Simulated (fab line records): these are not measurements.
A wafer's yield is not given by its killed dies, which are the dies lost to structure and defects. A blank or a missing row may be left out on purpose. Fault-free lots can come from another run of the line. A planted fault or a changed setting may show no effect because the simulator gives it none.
Split-lot experiment	flow n5_finfet	39 wafers read from 7 lots, route of 1938 steps

== ON THE SPLIT ==
At N5_SD_EPI_N_ETCH_45 (etches SiOCN in CH3F/O2, target depth 6 nm), the setting target_depth_a was moved away from the recipe's 60 angstrom on 9 of the 39 wafers read, by -44.5% to +58.4%. The other wafers ran this setting at the recipe's value.

The reading is taken at the split's own step.

== THE READING ==
etch.depth_nm (the simulator's own value, which no gauge read), in nm, at N5_SD_EPI_N_ETCH_45 (etches SiOCN in CH3F/O2, target depth 6 nm). The file does not state a usual value for it. Across the 30 wafers here that went through the recipe, the average is 5.959 nm and the standard deviation 0.14 nm.

wafer	tool, chamber at the split	target_depth_a as run, angstrom	against the recipe	etch.depth_nm, nm	against lot-mates on the recipe
L074.1	rie_diel-06, 1	60	recipe	5.766	-
L074.3	rie_diel-06, 3	60	recipe	5.835	-
L074.4	rie_diel-06, 3	60	recipe	5.806	-
L076.1	rie_diel-06, 3	60	recipe	5.87	-
L076.2	rie_diel-06, 2	33.3	-44.5%	3.387	-2.548
L076.3	rie_diel-06, 1	33.3	-44.5%	3.217	-2.718
L076.4	rie_diel-06, 1	33.3	-44.5%	3.208	-2.727
L076.5	rie_diel-06, 2	60	recipe	6.071	-
L076.6	rie_diel-06, 3	60	recipe	5.863	-
L090.1	rie_diel-06, 0	60	recipe	5.759	-
L090.2	rie_diel-06, 1	60	recipe	6.095	-
L090.3	rie_diel-06, 2	60	recipe	6.057	-
L090.4	rie_diel-06, 1	60	recipe	6.122	-
L090.5	rie_diel-06, 2	60	recipe	6.075	-
L090.6	rie_diel-06, 0	60	recipe	5.738	-
L092.1	rie_diel-03, 0	60	recipe	6.005	-
L092.2	rie_diel-03, 1	60	recipe	5.843	-
L092.3	rie_diel-03, 3	60	recipe	5.783	-
L092.4	rie_diel-03, 2	60	recipe	6.002	-
L092.5	rie_diel-03, 2	60	recipe	6.04	-
L092.6	rie_diel-03, 1	60	recipe	5.88	-
L093.1	rie_diel-06, 2	60	recipe	6.07	-
L093.2	rie_diel-06, 3	60	recipe	5.923	-
L093.3	rie_diel-06, 1	60	recipe	6.119	-
L093.4	rie_diel-06, 0	60	recipe	5.783	-
L093.5	rie_diel-06, 1	60	recipe	6.048	-
L093.6	rie_diel-06, 2	60	recipe	6.05	-
L096.1	rie_diel-02, 3	60	recipe	6.191	-
L096.2	rie_diel-02, 2	90.23	+50.4%	8.904	+2.858
L096.3	rie_diel-02, 0	90.23	+50.4%	8.577	+2.531
L096.4	rie_diel-02, 1	60	recipe	5.965	-
L096.5	rie_diel-02, 0	90.23	+50.4%	8.54	+2.494
L096.6	rie_diel-02, 1	60	recipe	5.981	-
L097.1	rie_diel-02, 2	60	recipe	5.879	-
L097.2	rie_diel-02, 3	60	recipe	6.231	-
L097.3	rie_diel-02, 0	95.07	+58.4%	8.973	+2.967
L097.4	rie_diel-02, 1	95.07	+58.4%	9.492	+3.486
L097.5	rie_diel-02, 1	60	recipe	5.907	-
L097.6	rie_diel-02, 2	95.07	+58.4%	9.294	+3.288

THE FIT
A straight line over all 39 wafers: etch.depth_nm changes by +0.0568 nm for each +1% of target_depth_a; r = +0.99; the points scatter about the line by 0.16 nm.
The same after taking each lot's own level away (the mean of its wafers on the recipe; 39 wafers): +0.0558 nm for each +1%; r = +0.99; scatter 0.15 nm.
According to that fit, moving target_depth_a by its largest amount changes the reading by 3.3 nm.
Measured against the standard deviation above, the lots' own levels, which go from 5.8023 to 6.0457 nm, span 1.8 times it.
Hence the lot-to-lot level has little effect on the slope; both slopes agree.
Check: with one of the wafers moved furthest among these (+58.4%) left out of the fit, the line predicts +3.28 nm for it against its lot-mates. Against them it came out at +2.97 nm.

== THE FILE'S OWN FIT ==
etch.depth_nm changes by +0.0555 nm for each +1% of target_depth_a, r = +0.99.
